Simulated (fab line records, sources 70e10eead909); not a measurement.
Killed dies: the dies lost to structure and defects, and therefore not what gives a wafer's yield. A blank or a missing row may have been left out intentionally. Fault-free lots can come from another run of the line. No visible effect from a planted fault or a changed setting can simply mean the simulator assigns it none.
Matching of chambers | flow nand-harc | NHARC_A_STAIRCASE_TRIM_187 on rie-diel-10: 4 sister chambers
The step chemistry O2, time 211.2 s. 22 wafers are shown with their chamber, then 11 later ones without.

## EACH WAFER AND ITS CHAMBER
wafer  | chamber | showerhead-plenum-p-Torr (Torr) | drypump-motor-current-A (A) | oes-product-au (a.u.)
L074.2 | 0       | 3.43                            | 5.4                         | 1.012
L074.3 | 1       | 3.32                            | 5.9                         | 1.003
L074.5 | 0       | 3.43                            | 5.4                         | 1.011
L076.2 | 0       | 3.43                            | 5.4                         | 1.016
L076.4 | 3       | 3.72                            | 5.4                         | 1.013
L076.5 | 3       | 3.72                            | 5.4                         | 1.017
L082.2 | 2       | 3.37                            | 5.1                         | 1.018
L082.3 | 3       | 3.71                            | 5.4                         | 1.007
L082.6 | 0       | 3.42                            | 5.4                         | 0.998
L078.1 | 0       | 3.42                            | 5.3                         | 1.000
L078.3 | 1       | 3.31                            | 5.8                         | 0.997
L078.5 | 1       | 3.31                            | 5.8                         | 1.002
L081.1 | 0       | 3.42                            | 5.3                         | 1.010
L081.3 | 1       | 3.31                            | 5.8                         | 0.995
L081.6 | 3       | 3.71                            | 5.4                         | 1.013
L083.1 | 0       | 3.42                            | 5.4                         | 1.001
L083.2 | 1       | 3.31                            | 5.9                         | 0.988
L083.4 | 3       | 3.71                            | 5.3                         | 0.999
L086.1 | 0       | 3.42                            | 5.4                         | 0.985
L086.3 | 1       | 3.31                            | 5.8                         | 0.987
L086.4 | 3       | 3.71                            | 5.3                         | 1.014
L087.1 | 3       | 3.70                            | 5.4                         | 1.010

SIGNATURES, as means of the wafers listed above
reading                  | chamber 0 | chamber 1 | chamber 2 | chamber 3 | scatter within a chamber
showerhead-plenum-p-Torr | 3.4238    | 3.3117    | 3.3700    | 3.7114    | 0.00556
drypump-motor-current-A  | 5.375     | 5.833     | 5.100     | 5.371     | 0.0487
oes-product-au           | 1.00412   | 0.99533   | 1.01800   | 1.01043   | 0.00801
Rule: for each reading, subtract the chamber's mean from the wafer's reading, divide by that reading's scatter and square the result; add these up over the readings and take the root, which gives the wafer's distance from the chamber. The wafer belongs to the nearest chamber; if the next one is less than 2 further off, it can't be placed. The scatter is the square root of a quotient: the sum, over the shown wafers, of each reading's squared deviation from its chamber's mean, divided by wafers minus chambers.

## WAFERS MISSING THEIR CHAMBER
wafer  | showerhead-plenum-p-Torr (Torr) | drypump-motor-current-A (A) | oes-product-au (a.u.)
L087.2 | 3.31                            | 5.9                         | 1.003
L087.5 | 3.42                            | 5.4                         | 0.997
L090.1 | 3.30                            | 5.8                         | 0.999
L090.3 | 3.70                            | 5.4                         | 1.007
L090.5 | 3.41                            | 5.4                         | 0.998
L095.1 | 3.69                            | 5.3                         | 1.013
L095.3 | 3.35                            | 5.1                         | 1.010
L095.5 | 3.41                            | 5.4                         | 1.004
L097.2 | 3.69                            | 5.4                         | 1.017
L097.3 | 3.29                            | 5.8                         | 1.007
L097.6 | 3.35                            | 5.1                         | 1.012

## WHICH CHAMBER EACH ONE RAN IN
wafer  | from the rows above | in truth
L087.2 | 1                   | 1
L087.5 | 0                   | 0
L090.1 | 1                   | 1
L090.3 | 3                   | 3
L090.5 | 0                   | 0
L095.1 | 3                   | 3
L095.3 | 2                   | 2
L095.5 | 0                   | 0
L097.2 | 3                   | 3
L097.3 | 1                   | 1
L097.6 | 2                   | 2
Correct placement for 11 of the 11. From these rows, 0 cannot be placed. Placed wrongly: 0.
